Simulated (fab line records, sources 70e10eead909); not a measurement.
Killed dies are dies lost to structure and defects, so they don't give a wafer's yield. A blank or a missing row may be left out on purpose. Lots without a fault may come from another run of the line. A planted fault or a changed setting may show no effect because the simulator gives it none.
Chamber matching | flow nand_harc | NHARC_P_M0_ETCH_34 on rie_diel-13: 4 sister chambers
The step etches the open film in N2/H2, target depth 40 nm, overetch 12 nm, time 43.94 s. 33 wafers are shown with their chamber, then 12 later ones without.

WAFERS WITH THEIR CHAMBER
wafer  | chamber | showerhead_plenum_p_Torr (Torr) | drypump_motor_current_A (A) | rf_vpp_V (V)
L074.2 | 0       | 2.07                            | 5.2                         | 429.6
L074.5 | 0       | 2.07                            | 5.1                         | 431.3
L074.6 | 1       | 2.13                            | 5.7                         | 432.6
L075.1 | 2       | 1.93                            | 4.9                         | 425.6
L075.2 | 3       | 2.00                            | 5.6                         | 428.5
L075.3 | 1       | 2.13                            | 5.6                         | 430.8
L080.1 | 3       | 2.00                            | 5.6                         | 429.5
L080.3 | 2       | 1.93                            | 4.9                         | 427.5
L080.5 | 3       | 2.00                            | 5.6                         | 428.8
L081.2 | 3       | 2.00                            | 5.6                         | 429.1
L081.3 | 2       | 1.93                            | 4.9                         | 427.2
L081.5 | 3       | 2.00                            | 5.6                         | 428.9
L083.1 | 0       | 2.06                            | 5.2                         | 432.2
L083.2 | 2       | 1.92                            | 4.9                         | 428.4
L083.6 | 0       | 2.06                            | 5.2                         | 431.7
L084.1 | 3       | 2.00                            | 5.6                         | 429.5
L084.2 | 1       | 2.12                            | 5.7                         | 431.9
L084.6 | 2       | 1.92                            | 4.9                         | 426.9
L085.1 | 3       | 2.00                            | 5.5                         | 429.1
L085.3 | 2       | 1.92                            | 4.9                         | 427.4
L085.6 | 1       | 2.12                            | 5.7                         | 432.2
L086.1 | 3       | 2.00                            | 5.6                         | 429.2
L086.3 | 0       | 2.06                            | 5.2                         | 431.5
L086.5 | 0       | 2.06                            | 5.2                         | 431.8
L087.1 | 3       | 2.00                            | 5.6                         | 429.5
L087.4 | 0       | 2.06                            | 5.2                         | 430.2
L087.6 | 2       | 1.92                            | 4.9                         | 428.7
L088.1 | 3       | 2.00                            | 5.6                         | 429.4
L088.5 | 3       | 2.00                            | 5.6                         | 430.0
L088.6 | 0       | 2.06                            | 5.2                         | 431.9
L089.1 | 0       | 2.06                            | 5.2                         | 431.2
L089.4 | 2       | 1.92                            | 4.9                         | 427.2
L089.5 | 2       | 1.92                            | 4.9                         | 427.6

SIGNATURES (means of the wafers above)
reading                  | chamber 0 | chamber 1 | chamber 2 | chamber 3 | scatter within a chamber
showerhead_plenum_p_Torr | 2.0622    | 2.1250    | 1.9233    | 2.0000    | 0.00396
drypump_motor_current_A  | 5.189     | 5.675     | 4.900     | 5.591     | 0.0296
rf_vpp_V                 | 431.267   | 431.875   | 427.389   | 429.227   | 0.732
Rule: a wafer's distance from a chamber is the root of the sum, over the readings, of the square of ((its reading less the chamber's mean) divided by the reading's scatter). The wafer belongs to the nearest chamber; if the next one is less than 2 further off, it can't be placed. The scatter: the root of (the sum of the squares of (reading less its chamber's mean) over the shown wafers, divided by (wafers less chambers)).

WAFERS WITHOUT THEIR CHAMBER
wafer  | showerhead_plenum_p_Torr (Torr) | drypump_motor_current_A (A) | rf_vpp_V (V)
L091.2 | 2.12                            | 5.6                         | 432.0
L091.4 | 2.06                            | 5.2                         | 431.1
L091.6 | 2.06                            | 5.2                         | 430.9
L093.3 | 2.12                            | 5.7                         | 432.3
L093.5 | 2.06                            | 5.2                         | 432.9
L093.6 | 2.12                            | 5.7                         | 432.8
L094.1 | 2.06                            | 5.2                         | 430.5
L094.4 | 2.12                            | 5.6                         | 433.0
L094.5 | 2.12                            | 5.6                         | 432.9
L095.1 | 2.12                            | 5.7                         | 432.6
L095.5 | 2.05                            | 5.2                         | 429.9
L095.6 | 2.12                            | 5.7                         | 430.3

WHICH CHAMBER EACH WENT THROUGH
wafer  | from the rows above | in truth
L091.2 | 1                   | 1
L091.4 | 0                   | 0
L091.6 | 0                   | 0
L093.3 | 1                   | 1
L093.5 | 0                   | 0
L093.6 | 1                   | 1
L094.1 | 0                   | 0
L094.4 | 1                   | 1
L094.5 | 1                   | 1
L095.1 | 1                   | 1
L095.5 | 0                   | 0
L095.6 | 1                   | 1
Placed correctly: 12 of 12. Can't be placed from these rows: 0. Placed wrongly: 0.
